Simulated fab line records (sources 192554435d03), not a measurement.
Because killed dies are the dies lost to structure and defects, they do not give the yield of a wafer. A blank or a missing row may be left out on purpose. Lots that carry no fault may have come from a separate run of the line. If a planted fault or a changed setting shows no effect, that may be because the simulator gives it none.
The same fault as seen by 3 desks -- flow n5 finfet -- only its own numbers are on each desk; what lay behind them is given at the end

== FOR THE TOOL OWNER'S DESK: rie diel-04 ==
The tool's own readings at N5_MOL_CONTACT_COAG_ETCH_67 (etches SOC in N2/H2, target depth 60 nm, overetch 21 nm, time 101.2 s): means of the sampled wafers that have a number, for each lot that ran on this tool. If a lot's mean is further than 4 standard deviations from the usual mean, the lot is out of limits and carries the mark OUT (the distance appears in the brackets).
Columns: A = drypump motor current A at N5_MOL_CONTACT_COAG_ETCH_67, usual 5.6 A; B = oes product au at N5_MOL_CONTACT_COAG_ETCH_67, usual 0.65 a.u.; C = rf vpp V at N5_MOL_CONTACT_COAG_ETCH_67, usual 523.1 V; D = showerhead plenum p Torr at N5_MOL_CONTACT_COAG_ETCH_67, usual 2.51 Torr; E = throttle valve pct at N5_MOL_CONTACT_COAG_ETCH_67, usual 17.86 %
lot,first seen here,A,B,C,D,E
L544,day 6 20:46,5.4,0.62,521.7,2.47,18.12
L548,day 8 00:58,5.7,0.61,523.3,2.53,17.98
L550,day 8 13:27,5.6,0.61,522.5,2.54,18.14
This desk's finding: nothing out of limits on any of the 3 lots.

== THE DEFECT DESK ==
Inspection counts along the route, by lot: the mean over sampled wafers that carry a number. If a lot's mean is further than 4 standard deviations from the usual mean, the lot is out of limits and carries the mark OUT (the distance appears in the brackets).
Columns: A = raw defect count at N5_MOL_CONTACT_COAG_INSPECT_42, usual 219
lot,first seen here,A
L538,day 5 18:56,181
L544,day 6 20:23,253
L548,day 8 00:29,276
L550,day 8 11:52,313
L555,day 9 19:38,186
L557,day 10 03:11,181
This desk's finding: nothing out of limits on any of the 6 lots.

== AT THE METROLOGY DESK ==
What the gauges read for every lot (on any tool): the sampled wafers with a number, averaged. If a lot's mean is further than 4 standard deviations from the usual mean, the lot is out of limits and carries the mark OUT (the distance appears in the brackets). Readings shown: 7 of its 12, picked as those furthest out on some lot.
Columns: A = DIBL_N at N5_BEOL_M4_RC_MEAS_101, usual 37.3 mV/V; B = DIBL_P at N5_BEOL_M4_RC_MEAS_101, usual 37.4 mV/V; C = IOFF_N at N5_BEOL_M4_RC_MEAS_101, usual 0.18 nA/um; D = IOFF_P at N5_BEOL_M4_RC_MEAS_101, usual 0.25 nA/um; E = ION_P at N5_BEOL_M4_RC_MEAS_101, usual 468 uA/um; F = VT_N at N5_BEOL_M4_RC_MEAS_101, usual 248 mV; G = VT_P at N5_BEOL_M4_RC_MEAS_101, usual -248 mV
lot,first seen here,A,B,C,D,E,F,G
L538,day 5 18:52,37.8,38.0,0.18,0.29,473,249,-242
L544,day 6 20:17,38.9,40.0,0.23,0.31,477,241,-243
L548,day 8 00:24,38.3,39.3,0.20,0.24,461,247,-251
L550,day 8 11:47,36.7,36.1,0.17,0.23,462,250,-249
L555,day 9 19:33,38.1,38.3,0.18,0.22,462,245,-250
L557,day 10 03:05,40.6,42.2,0.25,0.37,484,243,-241
This desk's finding: nothing out of limits on any of the 6 lots.

== BROUGHT TOGETHER ==
Nothing out of limits was seen by the tool owner's desk.
The defect desk saw nothing out of limits.
At the metrology desk, nothing out of limits was observed.

== WHAT HAD BEEN PUT IN BY THE SIMULATOR ==
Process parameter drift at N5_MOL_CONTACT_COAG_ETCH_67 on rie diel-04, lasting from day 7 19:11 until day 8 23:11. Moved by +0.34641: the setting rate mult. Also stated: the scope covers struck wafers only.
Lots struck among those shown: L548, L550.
